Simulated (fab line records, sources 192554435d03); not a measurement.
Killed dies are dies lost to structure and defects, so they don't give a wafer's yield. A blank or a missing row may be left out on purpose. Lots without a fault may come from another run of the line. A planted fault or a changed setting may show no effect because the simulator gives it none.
fab line records | flow n5_finfet
record lots=5 wafers=15 last_day=17
route steps=1938 shown BEOL_M11@1597 BEOL_M12@1602
lots that met no fault: from a run of the same line without faults
start_h: hours from the record's first day to the start of the lot's first wafer shown | wait_h: hours since the lot's step before | " the same as in the row above | L1.1+2: a row that stands for several wafers | - no value, or no start given | * or withheld: withheld | < > ~ a bound
route shown NAME@n: a module of which the file shows steps, and the number in the route of the first | usual: mean/standard deviation of fault-free wafers | same: alike in all rows | chamber/n: place in a boat | sites: the reading at each site | _std_site: their standard deviation | _edge_site: outer sites' mean less inner sites' | radius_mm: how far each site lies from the wafer's centre | mask NAME#n: copy n | behind: the tool/chamber that last shaped the wafer | hold: why the lot was held/for how many hours/how that ended | device: the transistor (n, p or np) that didn't switch | end of line: the same wafers' tests at the end of the route | a step without rows: its recipe alone | killed: dies lost to structure and defects at the first sort, not the wafer's yield | map: a wafer's dies, x killed, . not, _ none there
set.NAME: the setting as run; set.NAME@STEP: as run at that earlier step | model.NAME: the simulator's own value behind a step, which no gauge read
lots at some steps of the route; a table a step, a row a wafer
services: from which hour (start_h, from the record's first day; less than 0 if before it) a tool's chamber was out of use, for how many hours, and why
## steps
# step N5_BEOL_M11_THK_MEAS_53
# recipe thk_meas_gauge=xrf reads=Cu_of_BEOL_M11_ECD_50
# usual M11_THK=142/5
# columns lot.wafer tool chamber start_h wait_h M11_THK[nm]
L076.1 film_metro-01 - 248.13 - 134
L076.2 " - " " 138
L076.3 " - " " 141
L091.1 film_metro-02 - 335.68 - 140
L091.3 " - " " 147
L091.5 " - " " 144
L095.1 film_metro-02 - 363.64 - 139
L095.3 " - " " 149
L095.4 " - " " 135
L094.2 film_metro-02 - 365.69 - 145
L094.3 " - " " 146
L094.6 " - " " 134
L096.1 film_metro-01 - 365.78 - 135
L096.3 " - " " 145
L096.6 " - " " 133
# step N5_BEOL_M11_PRE_CLEAN_55
# recipe gas=NH3 time_s=15 temp_c=withheld rf_power_w=300
# columns lot.wafer tool chamber start_h wait_h
L076.1+2+3 pecvd-02 2,1,0 248.17 0.0
L091.1+3+5 pecvd-02 1,0,1 335.71 0.0
L095.1+3+4 pecvd-03 0,1,1 363.68 0.0
L094.2+3+6 pecvd-04 2,1,1 365.73 0.0
L096.1+3+6 pecvd-02 1,2,2 365.81 0.0
# step N5_BEOL_M11_DEP_56
# recipe material=SiCN target_thk_a=300 temp_c=withheld precursor=3MS/NH3 pressure_torr=3 rf_w=675 time_s=10.5
# usual showerhead_plenum_p_Torr=4.159/0.027 throttle_valve_pct=18.0/1.4
# columns lot.wafer tool chamber start_h wait_h showerhead_plenum_p_Torr throttle_valve_pct
L076.1 pecvd-02 2 248.20 0.0 4.132 17.1
L076.2 " 1 " " 4.202 20.7
L076.3 " 0 " " 4.159 16.9
L091.1 pecvd-02 1 335.74 0.0 4.212 20.6
L091.3 " 0 " " 4.168 16.9
L091.5 " 1 " " 4.201 20.4
L095.1 pecvd-03 0 363.70 0.0 4.201 20.4
L095.3 " 1 " " 4.122 16.7
L095.4 " 1 " " 4.112 16.5
L094.2 pecvd-04 2 365.75 0.0 4.171 18.2
L094.3 " 1 " " 4.169 17.8
L094.6 " 1 " " 4.165 18.2
L096.1 pecvd-02 1 365.84 0.0 4.203 20.2
L096.3 " 2 " " 4.126 17.3
L096.6 " 2 " " 4.133 17.0
# step N5_BEOL_M11_RS_MEAS_57
# recipe thk_meas_gauge=four-point-probe reads=Cu_of_BEOL_M11_ECD_50+Co_of_BEOL_M11_CVD_75+TaN_of_BEOL_M11_ALD_74
# usual M11_RS=0.150/0.0056
# columns lot.wafer tool chamber start_h wait_h M11_RS[ohm/sq]
L076.1 film_metro-01 - 248.26 0.0 0.158
L076.2 " - " " 0.153
L076.3 " - " " 0.150
L091.1 film_metro-01 - 335.80 0.0 0.150
L091.3 " - " " 0.144
L091.5 " - " " 0.147
L095.1 film_metro-02 - 363.76 0.0 0.154
L095.3 " - " " 0.143
L095.4 " - " " 0.158
L094.2 film_metro-02 - 365.82 0.0 0.147
L094.3 " - " " 0.144
L094.6 " - " " 0.158
L096.1 film_metro-01 - 365.90 0.0 0.157
L096.3 " - " " 0.146
L096.6 " - " " 0.162
# step N5_BEOL_M11_INSPECT_58
# recipe inspect_instrument=darkfield mode=post_dep
# usual raw_defect_count=75/24
# columns lot.wafer tool chamber start_h wait_h raw_defect_count
L076.1 defect_inspect-02 - 248.29 0.0 73
L076.2 " - " " 112
L076.3 " - " " 84
L091.1 defect_inspect-01 - 335.83 0.0 77
L091.3 " - " " 84
L091.5 " - " " 110
L095.1 defect_inspect-02 - 363.79 0.0 77
L095.3 " - " " 103
L095.4 " - " " 108
L094.2 defect_inspect-02 - 365.84 0.0 36
L094.3 " - " " 54
L094.6 " - " " 76
L096.1 defect_inspect-01 - 365.93 0.0 37
L096.3 " - " " 60
L096.6 " - " " 90
# step N5_BEOL_M12_ILD_DEP_00
# recipe material=SiOC target_thk_a=6589.2 temp_c=350 precursor=DEMS/O2 pressure_torr=5 rf_w=500 time_s=130.7
# usual heater_power_w=449/63 showerhead_plenum_p_Torr=5.695/0.02 throttle_valve_pct=11.8/0.76
# columns lot.wafer tool chamber start_h wait_h heater_power_w showerhead_plenum_p_Torr throttle_valve_pct
L076.1 pecvd-04 0 248.32 0.0 470 5.681 11.5
L076.2 " 2 " " 359 5.701 11.9
L076.3 " 1 " " 431 5.701 11.9
L091.1 pecvd-01 0 335.86 0.0 515 5.727 11.7
L091.3 " 0 " " 411 5.728 11.8
L091.5 " 2 " " 507 5.663 11.2
L095.1 pecvd-01 2 363.83 0.0 468 5.654 10.8
L095.3 " 0 " " 421 5.722 11.7
L095.4 " 1 " " 533 5.707 13.1
L094.2 pecvd-01 0 365.88 0.0 513 5.744 11.5
L094.3 " 1 " " 550 5.712 12.9
L094.6 " 2 " " 497 5.663 10.9
L096.1 pecvd-04 2 365.97 0.0 358 5.698 12.0
L096.3 " 0 " " 472 5.675 11.3
L096.6 " 1 " " 495 5.717 12.0
# step N5_BEOL_M12_THK_MEAS_01
# recipe reads=SiOC_of_BEOL_M12_ILD_DEP_00
# usual M12_ILD_THK=662/9.6
# columns lot.wafer tool chamber start_h wait_h M12_ILD_THK[nm]
L076.1 film_metro-02 - 248.45 0.1 649
L076.2 " - " " 660
L076.3 " - " " 669
L091.1 film_metro-02 - 336.05 0.1 650
L091.3 " - " " 659
L091.5 " - " " 682
L095.1 film_metro-02 - 363.96 0.1 663
L095.3 " - " " 638
L095.4 " - " " 667
L094.2 film_metro-01 - 366.01 0.1 650
L094.3 " - " " 663
L094.6 " - " " 679
L096.1 film_metro-01 - 366.10 0.1 664
L096.3 " - " " 648
L096.6 " - " " 674
# step N5_BEOL_M12_COAT_58
# recipe resist=BARC temp_c=205 time_s=60 spin_rpm=1500 resist_thk_nm=89
# columns lot.wafer tool chamber start_h wait_h
L076.1+2+3 litho_track-05 0 248.49 0.0
L091.1+3+5 litho_track-01 0 336.08 0.0
L095.1+3+4 litho_track-05 0 363.99 0.0
L094.2+3+6 litho_track-05 0 366.04 0.0
L096.1+3+6 litho_track-05 0 366.13 0.0
# step N5_BEOL_M12_COAT_04
# recipe spin_rpm=1625 resist_thk_nm=400
# columns lot.wafer tool chamber start_h wait_h
L076.1+2+3 litho_track-05 0 - -
L091.1+3+5 litho_track-01 0 - -
L095.1+3+4 litho_track-05 0 - -
L094.2+3+6 litho_track-05 0 - -
L096.1+3+6 litho_track-05 0 - -
# step N5_BEOL_M12_EBR_06
# recipe solvent=PGMEA ebr_width_mm=1.5
# columns lot.wafer tool chamber start_h wait_h
L076.1+2+3 litho_track-05 0 - -
L091.1+3+5 litho_track-01 0 - -
L095.1+3+4 litho_track-05 0 - -
L094.2+3+6 litho_track-05 0 - -
L096.1+3+6 litho_track-05 0 - -
# step N5_BEOL_M12_SOFTBAKE_05
# recipe temp_c=130 time_s=60
# columns lot.wafer tool chamber start_h wait_h
L076.1+2+3 litho_track-05 0 - -
L091.1+3+5 litho_track-01 0 - -
L095.1+3+4 litho_track-05 0 - -
L094.2+3+6 litho_track-05 0 - -
L096.1+3+6 litho_track-05 0 - -
# step N5_BEOL_M12_EXPOSE_07
# recipe mask_id=V11 na=0.93 source_shape=conventional sigma_outer=0.6 polarization=unpolarized attpsm_phase_deg=180 dose_mj=32.5
# columns lot.wafer tool chamber start_h wait_h mask
L076.1+2+3 krf_scanner-02 0 248.64 - V11#0
L091.1+3+5 krf_scanner-01 0 336.30 - V11#0
L095.1+3+4 krf_scanner-01 0 364.09 - V11#0
L094.2+3+6 krf_scanner-01 0 366.15 - V11#0
L096.1+3+6 krf_scanner-02 0 366.35 - V11#0
# step N5_BEOL_M12_PEB_08
# recipe peb_temp_c=130 peb_time_s=90
# columns lot.wafer tool chamber start_h wait_h
L076.1+2+3 litho_track-01 0 248.70 0.1
L091.1+3+5 litho_track-05 0 336.36 0.1
L095.1+3+4 litho_track-01 0 364.15 0.1
L094.2+3+6 litho_track-05 0 366.20 0.0
L096.1+3+6 litho_track-05 0 366.41 0.1
# step N5_BEOL_M12_DEVELOP_09
# recipe develop_time_s=45 rinse_liquid=diw dry=air_spin dev_temp_c=21
# columns lot.wafer tool chamber start_h wait_h
L076.1+2+3 litho_track-01 0 - -
L091.1+3+5 litho_track-05 0 - -
L095.1+3+4 litho_track-01 0 - -
L094.2+3+6 litho_track-05 0 - -
L096.1+3+6 litho_track-05 0 - -
# step N5_BEOL_M12_HARDBAKE_14
# recipe temp_c=130 time_s=120
# columns lot.wafer tool chamber start_h wait_h
L076.1+2+3 litho_track-01 0 - -
L091.1+3+5 litho_track-05 0 - -
L095.1+3+4 litho_track-01 0 - -
L094.2+3+6 litho_track-05 0 - -
L096.1+3+6 litho_track-05 0 - -
# step N5_BEOL_M12_CD_MEAS_10
# recipe target_cd_nm=140 landing_energy_ev=500 detector=se_inlens polarity=opening
# usual cd_nm=140.4/2.2
# columns lot.wafer tool chamber start_h wait_h cd_nm
L076.1 cd_sem-02 0 248.81 - 141.8
L076.2 " 0 " " 139.1
L076.3 " 0 " " 139.8
L091.1 cd_sem-02 0 336.47 - 140.5
L091.3 " 0 " " 143.1
L091.5 " 0 " " 140.2
L095.1 cd_sem-02 0 364.26 - 139.5
L095.3 " 0 " " 138.5
L095.4 " 0 " " 138.7
L094.2 cd_sem-03 0 366.32 - 139.0
L094.3 " 0 " " 139.7
L094.6 " 0 " " 143.8
L096.1 cd_sem-02 0 366.52 - 140.4
L096.3 " 0 " " 142.4
L096.6 " 0 " " 145.4
# step N5_BEOL_M12_OVL_MEAS_11
# recipe points_per_wafer=44
# usual V11_OVL=0/5.3
# same points_per_wafer=44
# columns lot.wafer tool chamber start_h wait_h V11_OVL[nm]
L076.1 overlay-02 0 248.84 0.0 -4
L076.2 " 0 " " 4
L076.3 " 0 " " -6
L091.1 overlay-02 0 336.50 0.0 -5
L091.3 " 0 " " 2
L091.5 " 0 " " -1
L095.1 overlay-02 0 364.29 0.0 -5
L095.3 " 0 " " -8
L095.4 " 0 " " -1
L094.2 overlay-02 0 366.35 0.0 3
L094.3 " 0 " " 2
L094.6 " 0 " " 6
L096.1 overlay-02 0 366.56 0.0 -7
L096.3 " 0 " " 2
L096.6 " 0 " " -16
# step N5_BEOL_M12_INSPECT_12
# recipe mode=adi inspect_instrument=macro
# usual raw_defect_count=2.1/1.5
# columns lot.wafer tool chamber start_h wait_h raw_defect_count
L076.1 defect_inspect-01 - 248.86 0.0 5
L076.2 " - " " 6
L076.3 " - " " 0
L091.1 defect_inspect-01 - 336.53 0.0 1
L091.3 " - " " 1
L091.5 " - " " 1
L095.1 defect_inspect-01 - 364.31 0.0 1
L095.3 " - " " 2
L095.4 " - " " 0
L094.2 defect_inspect-01 - 366.37 0.0 1
L094.3 " - " " 2
L094.6 " - " " 1
L096.1 defect_inspect-02 - 366.58 0.0 3
L096.3 " - " " 2
L096.6 " - " " 1
# step N5_BEOL_M12_DESCUM_15
# recipe chemistry=O2 time_s=7.9 source_power_w=50 bias_power_w=20 pressure_mtorr=20 rf_frequency_hz=2.712e+07 temp_c=40 o2_flow_sccm=225
# usual drypump_motor_current_A=5.6/0.35 oes_product_au=0.81/0.086 rf_vpp_V=242.6/1.2 showerhead_plenum_p_Torr=2.05/0.063 temp_c=39.99/0.11 throttle_valve_pct=20.44/0.22
# columns lot.wafer tool chamber start_h wait_h drypump_motor_current_A oes_product_au rf_hours_counter_h rf_vpp_V showerhead_plenum_p_Torr temp_c throttle_valve_pct
L076.1 rie_diel-02 3 248.90 0.0 5.2 0.82 73 242.9 2.02 40.01 20.49
L076.2 " 2 " " 4.8 0.72 205 245.2 2.17 39.68 20.46
L076.3 " 1 " " 5.6 0.71 225 240.7 1.97 40.02 20.22
L091.1 rie_diel-02 2 336.58 0.0 4.8 0.69 240 244.4 2.16 39.93 20.55
L091.3 " 0 " " 5.9 0.93 21 243.5 2.15 40.00 20.30
L091.5 " 1 " " 5.6 1.00 - 243.8 2.23 39.96 20.01
L095.1 rie_diel-02 3 364.35 0.0 5.2 0.76 118 242.8 2.00 40.09 20.56
L095.3 " 1 " " 5.6 0.96 9 247.0 2.22 39.98 20.02
L095.4 " 2 " " 4.8 0.69 249 244.4 2.15 40.42 20.53
L094.2 rie_diel-04 1 366.40 0.0 5.1 0.71 222 241.1 1.96 40.18 20.75
L094.3 " 3 " " 5.5 0.72 186 242.1 2.01 39.78 20.63
L094.6 " 0 " " 6.1 0.90 - 243.9 2.16 39.89 20.34
L096.1 rie_diel-06 2 366.61 0.0 5.5 0.70 246 243.0 2.06 39.88 20.83
L096.3 " 1 " " 6.2 0.80 106 243.4 2.00 40.04 20.54
L096.6 " 2 " " 5.5 0.69 - 242.4 2.06 39.90 20.83
# step N5_BEOL_M12_ETCH_59
# recipe chemistry=N2/H2 target=BARC target_depth_a=890 overetch_a=267 time_s=67.9 ion_energy_ev=200 pressure_mtorr=30 source_w=840 bias_w=150 n2_flow_sccm=200 h2_flow_sccm=200
# usual drypump_motor_current_A=5.6/0.35 oes_product_au=0.69/0.07 rf_vpp_V=522.7/2.1 showerhead_plenum_p_Torr=2.50/0.073 throttle_valve_pct=18.0/0.32
# columns lot.wafer tool chamber start_h wait_h drypump_motor_current_A oes_product_au rf_hours_counter_h rf_vpp_V showerhead_plenum_p_Torr throttle_valve_pct
L076.1 rie_diel-02 3 248.93 0.0 5.2 0.71 73 521.7 2.49 18.2
L076.2 " 2 " " 4.8 0.62 205 527.8 2.63 17.9
L076.3 " 1 " " 5.7 0.59 225 520.9 2.40 17.7
L091.1 rie_diel-02 2 336.61 0.0 4.8 0.60 240 526.3 2.62 18.0
L091.3 " 0 " " 5.9 0.78 21 525.5 2.60 17.5
L091.5 " 1 " " 5.6 0.85 - 528.9 2.71 17.4
L095.1 rie_diel-02 3 364.38 0.0 5.2 0.67 118 521.3 2.47 18.3
L095.3 " 1 " " 5.7 0.81 9 526.9 2.70 17.4
L095.4 " 2 " " 4.8 0.60 249 525.3 2.61 18.0
L094.2 rie_diel-04 1 366.44 0.0 5.1 0.59 222 519.9 2.42 18.6
L094.3 " 3 " " 5.5 0.62 186 520.9 2.39 17.6
L094.6 " 0 " " 6.1 0.77 - 524.7 2.61 17.7
L096.1 rie_diel-06 2 366.65 0.0 5.5 0.60 246 522.3 2.53 18.5
L096.3 " 1 " " 6.2 0.69 106 520.9 2.46 18.1
L096.6 " 2 " " 5.5 0.60 - 522.9 2.53 18.5
# step N5_BEOL_M12_VIA_ETCH_16
# recipe chemistry=C4F8/O2/Ar target=SiOC pressure_mtorr=30 source_w=3000 bias_w=700 Ar_flow_sccm=400 C4F8_flow_sccm=15 O2_flow_sccm=8 he_inner_torr=15 he_outer_torr=30 target_depth_a=7248 time_s=withheld ion_energy_ev=250 ends=cleared
# usual drypump_motor_current_A=5.6/0.35 oes_product_au=0.73/0.078 rf_vpp_V=663.8/2.6 showerhead_plenum_p_Torr=3.36/0.073 throttle_valve_pct=24.25/0.25
# columns lot.wafer tool chamber start_h wait_h drypump_motor_current_A oes_product_au rf_vpp_V showerhead_plenum_p_Torr throttle_valve_pct
L076.1 rie_diel-02 3 248.99 0.0 5.2 0.74 663.8 3.33 24.40
L076.2 " 2 " " 4.8 0.65 668.6 3.46 23.86
L076.3 " 1 " " 5.7 0.64 659.8 3.22 23.89
L091.1 rie_diel-02 2 336.66 0.0 4.8 0.64 667.7 3.44 23.90
L091.3 " 0 " " 5.9 0.83 667.8 3.49 23.96
L091.5 " 1 " " 5.7 0.91 669.9 3.60 23.69
L095.1 rie_diel-02 3 364.44 0.0 5.2 0.69 662.0 3.31 24.44
L095.3 " 1 " " 5.7 0.87 671.2 3.60 23.72
L095.4 " 2 " " 4.8 0.63 667.5 3.44 23.91
L094.2 rie_diel-04 1 366.49 0.0 5.1 0.63 659.2 3.28 24.80
L094.3 " 3 " " 5.5 0.65 660.9 3.31 24.47
L094.6 " 0 " " 6.1 0.81 666.7 3.48 23.94
L096.1 rie_diel-06 2 366.70 0.0 5.5 0.64 665.5 3.35 24.45
L096.3 " 1 " " 6.2 0.73 663.2 3.29 24.39
L096.6 " 2 " " 5.5 0.63 663.4 3.35 24.41
# step N5_BEOL_M12_STRIP_63
# recipe chemistry=N2/H2 power_w=1000 temp_c=250 h2_frac=0.65 overash_fraction=0.3 pressure_mtorr=1000 n2_flow_sccm=1750 h2_flow_sccm=3250
# usual drypump_motor_current_A=5.5/0.39 heater_power_w=332/11 oes_product_au=0.693/0.0047 strip_time_to_endpoint_s=42.4/0.99 temp_c=250.01/0.2
# columns lot.wafer tool chamber start_h wait_h drypump_motor_current_A heater_power_w oes_product_au rf_hours_counter_h strip_time_to_endpoint_s temp_c
L076.1 plasma_asher-02 1 249.19 - 5.7 332 0.691 131 43.1 249.83
L076.2 " 0 " " 6.4 326 0.694 131 42.9 250.14
L076.3 " 0 " " 6.4 336 0.695 - 41.9 250.16
L091.1 plasma_asher-01 0 336.86 - 5.4 326 0.705 83 43.5 250.23
L091.3 " 0 " " 5.4 321 0.693 - 42.5 250.35
L091.5 " 0 " " 5.4 319 0.693 - 40.8 250.32
L095.1 plasma_asher-02 0 364.63 - 6.4 327 0.697 153 41.6 249.87
L095.3 " 0 " " 6.4 329 0.696 - 44.3 249.63
L095.4 " 1 " " 5.7 341 0.698 - 42.5 250.06
L094.2 plasma_asher-01 1 366.69 - 5.3 344 0.695 87 43.2 249.65
L094.3 " 1 " " 5.3 349 0.687 - 41.4 249.81
L094.6 " 0 " " 5.4 328 0.688 - 40.8 249.86
L096.1 plasma_asher-01 1 366.91 - 5.3 343 0.695 87 43.4 249.88
L096.3 " 0 " " 5.4 324 0.697 - 43.7 250.13
L096.6 " 0 " " 5.4 328 0.697 - 42.5 250.16
# step N5_BEOL_M12_STRIP_64
# recipe chemistry=N2/H2 power_w=1000 temp_c=250 h2_frac=0.65 overash_fraction=0.3 pressure_mtorr=withheld n2_flow_sccm=1750 h2_flow_sccm=3250
# usual drypump_motor_current_A=5.5/0.39 heater_power_w=333/12 oes_product_au=0.715/0.0049 strip_time_to_endpoint_s=31.35/0.068 temp_c=250.04/0.18
# columns lot.wafer tool chamber start_h wait_h drypump_motor_current_A heater_power_w oes_product_au rf_hours_counter_h strip_time_to_endpoint_s temp_c
L076.1 plasma_asher-02 1 249.25 0.0 5.7 332 0.711 131 31.29 250.05
L076.2 " 0 " " 6.4 335 0.706 131 31.31 250.30
L076.3 " 0 " " 6.4 339 0.713 - 31.24 250.08
L091.1 plasma_asher-01 0 336.92 0.0 5.4 323 0.714 83 31.28 249.90
L091.3 " 0 " " 5.4 326 0.716 - 31.25 250.34
L091.5 " 0 " " 5.4 324 0.721 - 31.34 249.90
L095.1 plasma_asher-02 0 364.69 0.0 6.4 336 0.714 153 31.42 249.53
L095.3 " 0 " " 6.4 328 0.721 - 31.46 249.82
L095.4 " 1 " " 5.7 323 0.713 - 31.42 249.96
L094.2 plasma_asher-01 1 366.75 0.0 5.2 344 0.719 87 31.31 250.21
L094.3 " 1 " " 5.3 346 0.723 - 31.33 250.18
L094.6 " 0 " " 5.4 320 0.718 - 31.43 249.98
L096.1 plasma_asher-01 1 366.97 0.0 5.3 350 0.720 88 31.39 249.99
L096.3 " 0 " " 5.4 322 0.720 - 31.28 250.07
L096.6 " 0 " " 5.4 327 0.712 - 31.42 249.96
# step N5_BEOL_M12_STRIP_71
# recipe chemistry=post_etch_residue_remover time_s=60 temp_c=25 remover_ph=withheld remover_water_wt_pct=withheld remover_fluoride_wt_pct=withheld
# usual temp_c=24.99/0.11
# columns lot.wafer tool chamber start_h wait_h temp_c
L076.1 wet_bench-02 1 249.33 0.1 24.77
L076.2 " 0 " " 25.02
L076.3 " 6 " " 25.11
L091.1 wet_bench-04 6 337.01 0.1 24.98
L091.3 " 2 " " 24.99
L091.5 " 5 " " 24.81
L095.1 wet_bench-02 7 364.78 0.1 24.94
L095.3 " 2 " " 24.90
L095.4 " 3 " " 25.06
L094.2 wet_bench-06 1 366.84 0.1 24.87
L094.3 " 7 " " 24.92
L094.6 " 6 " " 25.06
L096.1 wet_bench-06 3 367.06 0.1 25.03
L096.3 " 7 " " 24.96
L096.6 " 6 " " 24.94
# step N5_BEOL_M12_SRD_72
# recipe time_s=30 temp_c=23 rinse_liquid=diw dry=n2_spin spin_rpm=1500 dry_time_s=30
# usual temp_c=23.01/0.1
# columns lot.wafer tool chamber start_h wait_h temp_c
L076.1 wet_bench-02 1 249.35 0.0 23.05
L076.2 " 0 " " 22.94
L076.3 " 6 " " 23.25
L091.1 wet_bench-04 6 337.03 0.0 23.13
L091.3 " 2 " " 22.84
L091.5 " 5 " " 22.88
L095.1 wet_bench-02 7 364.80 0.0 22.97
L095.3 " 2 " " 23.15
L095.4 " 3 " " 22.86
L094.2 wet_bench-06 1 366.86 0.0 23.13
L094.3 " 7 " " 23.13
L094.6 " 6 " " 23.04
L096.1 wet_bench-06 3 367.08 0.0 23.13
L096.3 " 7 " " 23.13
L096.6 " 6 " " 22.88
# step N5_BEOL_M12_CD_MEAS_17
# recipe target_cd_nm=140 polarity=opening
# usual cd_nm=141.5/2.7
# columns lot.wafer tool chamber start_h wait_h cd_nm
L076.1 cd_sem-03 - 249.39 0.0 142.6
L076.2 " - " " 140.3
L076.3 " - " " 143.1
L091.1 cd_sem-02 - 337.07 0.0 142.9
L091.3 " - " " 146.6
L091.5 " - " " 141.7
L095.1 cd_sem-02 - 364.84 0.0 141.3
L095.3 " - " " 139.2
L095.4 " - " " 140.1
L094.2 cd_sem-01 - 366.90 0.0 138.6
L094.3 " - " " 140.2
L094.6 " - " " 143.4
L096.1 cd_sem-03 - 367.12 0.0 139.3
L096.3 " - " " 141.6
L096.6 " - " " 143.9
# step N5_BEOL_M12_COAT_65
# recipe resist=SOC temp_c=250 time_s=60 spin_rpm=1500 resist_thk_nm=300
# columns lot.wafer tool chamber start_h wait_h
L076.1+2+3 litho_track-03 0 249.43 0.0
L091.1+3+5 litho_track-03 0 337.11 0.0
L095.1+3+4 litho_track-01 0 364.88 0.0
L094.2+3+6 litho_track-05 0 366.93 0.0
L096.1+3+6 litho_track-05 0 367.15 0.0
# step N5_BEOL_M12_COAT_66
# recipe resist=SiARC temp_c=220 time_s=60 spin_rpm=1500 resist_thk_nm=110
# columns lot.wafer tool chamber start_h wait_h
L076.1+2+3 litho_track-03 0 - -
L091.1+3+5 litho_track-03 0 - -
L095.1+3+4 litho_track-01 0 - -
L094.2+3+6 litho_track-05 0 - -
L096.1+3+6 litho_track-05 0 - -
# step N5_BEOL_M12_COAT_22
# recipe spin_rpm=2888 resist_thk_nm=300
# columns lot.wafer tool chamber start_h wait_h
L076.1+2+3 litho_track-03 0 - -
L091.1+3+5 litho_track-03 0 - -
L095.1+3+4 litho_track-01 0 - -
L094.2+3+6 litho_track-05 0 - -
L096.1+3+6 litho_track-05 0 - -
# step N5_BEOL_M12_EBR_24
# recipe solvent=PGMEA ebr_width_mm=1.5
# columns lot.wafer tool chamber start_h wait_h
L076.1+2+3 litho_track-03 0 - -
L091.1+3+5 litho_track-03 0 - -
L095.1+3+4 litho_track-01 0 - -
L094.2+3+6 litho_track-05 0 - -
L096.1+3+6 litho_track-05 0 - -
# step N5_BEOL_M12_SOFTBAKE_23
# recipe temp_c=130 time_s=60
# columns lot.wafer tool chamber start_h wait_h
L076.1+2+3 litho_track-03 0 - -
L091.1+3+5 litho_track-03 0 - -
L095.1+3+4 litho_track-01 0 - -
L094.2+3+6 litho_track-05 0 - -
L096.1+3+6 litho_track-05 0 - -
# step N5_BEOL_M12_EXPOSE_25
# recipe mask_id=M12 na=0.93 source_shape=conventional sigma_outer=0.4 polarization=unpolarized dose_mj=21.8
# columns lot.wafer tool chamber start_h wait_h mask
L076.1+2+3 krf_scanner-02 0 249.68 - M12#0
L091.1+3+5 krf_scanner-01 0 337.35 - M12#0
L095.1+3+4 krf_scanner-02 0 365.12 - M12#0
L094.2+3+6 krf_scanner-01 0 367.18 - M12#0
L096.1+3+6 krf_scanner-02 0 367.39 - M12#0
# step N5_BEOL_M12_PEB_26
# recipe peb_temp_c=130 peb_time_s=90
# columns lot.wafer tool chamber start_h wait_h
L076.1+2+3 litho_track-01 0 249.74 0.1
L091.1+3+5 litho_track-03 0 337.41 0.1
L095.1+3+4 litho_track-05 0 365.18 0.1
L094.2+3+6 litho_track-05 0 367.23 0.0
L096.1+3+6 litho_track-05 0 367.45 0.1
# step N5_BEOL_M12_DEVELOP_27
# recipe develop_time_s=45 rinse_liquid=diw dry=air_spin dev_temp_c=21
# columns lot.wafer tool chamber start_h wait_h
L076.1+2+3 litho_track-01 0 - -
L091.1+3+5 litho_track-03 0 - -
L095.1+3+4 litho_track-05 0 - -
L094.2+3+6 litho_track-05 0 - -
L096.1+3+6 litho_track-05 0 - -
# step N5_BEOL_M12_HARDBAKE_32
# recipe temp_c=130 time_s=120
# columns lot.wafer tool chamber start_h wait_h
L076.1+2+3 litho_track-01 0 - -
L091.1+3+5 litho_track-03 0 - -
L095.1+3+4 litho_track-05 0 - -
L094.2+3+6 litho_track-05 0 - -
L096.1+3+6 litho_track-05 0 - -
# step N5_BEOL_M12_CD_MEAS_28
# recipe target_cd_nm=160.2 landing_energy_ev=500 detector=se_inlens polarity=opening
# usual cd_nm=159.6/2.3
# columns lot.wafer tool chamber start_h wait_h cd_nm
L076.1 cd_sem-03 0 249.85 - 158.5
L076.2 " 0 " " 154.9
L076.3 " 0 " " 155.1
L091.1 cd_sem-02 0 337.52 - 162.5
L091.3 " 0 " " 160.4
L091.5 " 0 " " 159.2
L095.1 cd_sem-01 0 365.29 - 163.4
L095.3 " 0 " " 160.8
L095.4 " 0 " " 159.5
L094.2 cd_sem-01 0 367.35 - 158.8
L094.3 " 0 " " 159.5
L094.6 " 0 " " 159.0
L096.1 cd_sem-02 0 367.57 - 162.5
L096.3 " 0 " " 159.8
L096.6 " 0 " " 161.5
# step N5_BEOL_M12_OVL_MEAS_29
# recipe points_per_wafer=44
# usual M12_OVL=-4/5.7
# same points_per_wafer=44
# columns lot.wafer tool chamber start_h wait_h M12_OVL[nm]
L076.1 overlay-01 0 249.88 0.0 -2
L076.2 " 0 " " 4
L076.3 " 0 " " 0
L091.1 overlay-01 0 337.55 0.0 -7
L091.3 " 0 " " -3
L091.5 " 0 " " -1
L095.1 overlay-01 0 365.32 0.0 -7
L095.3 " 0 " " -5
L095.4 " 0 " " -7
L094.2 overlay-01 0 367.38 0.0 -3
L094.3 " 0 " " 6
L094.6 " 0 " " -12
L096.1 overlay-01 0 367.60 0.0 -8
L096.3 " 0 " " -5
L096.6 " 0 " " -2
# step N5_BEOL_M12_INSPECT_30
# recipe mode=adi inspect_instrument=macro
# usual raw_defect_count=2.0/1.2
# columns lot.wafer tool chamber start_h wait_h raw_defect_count
L076.1 defect_inspect-01 - 249.91 0.0 1
L076.2 " - " " 2
L076.3 " - " " 2
L091.1 defect_inspect-02 - 337.57 0.0 0
L091.3 " - " " 0
L091.5 " - " " 5
L095.1 defect_inspect-02 - 365.35 0.0 1
L095.3 " - " " 1
L095.4 " - " " 4
L094.2 defect_inspect-02 - 367.40 0.0 3
L094.3 " - " " 2
L094.6 " - " " 2
L096.1 defect_inspect-02 - 367.62 0.0 3
L096.3 " - " " 2
L096.6 " - " " 2
## services
# columns tool chamber start_h hours kind
pecvd-04 0 230.12 17.9 repair
plasma_asher-02 - 234.09 1.8 repair
rie_diel-02 0 240.73 - clean
rie_diel-02 0 240.73 - consumable_replace:focus_ring
rie_diel-02 0 240.73 20.3 scheduled_down
rie_diel-02 0 240.73 20.3 vent_cycle
pecvd-03 1 244.59 14.5 repair
rie_diel-06 0 247.66 11.7 repair
litho_track-01 - 249.46 - consumable_replace:filter
krf_scanner-01 - 259.16 0.8 pm
pecvd-01 - 270.76 0.9 repair
krf_scanner-01 - 273.36 1.0 pm
rie_diel-04 3 275.02 10.0 repair
rie_diel-06 3 280.34 5.1 repair
pecvd-03 0 305.82 12.4 repair
krf_scanner-01 - 312.11 1.3 pm
krf_scanner-02 - 316.76 4.4 pm
pecvd-04 1 317.12 3.5 repair
litho_track-05 - 317.83 - consumable_replace:filter
pecvd-03 - 329.15 14.6 pm
pecvd-03 - 351.09 5.5 pm
rie_diel-04 2 361.65 6.5 repair
krf_scanner-02 - 361.97 1.3 pm
krf_scanner-02 - 363.51 0.8 pm
## key
fault none
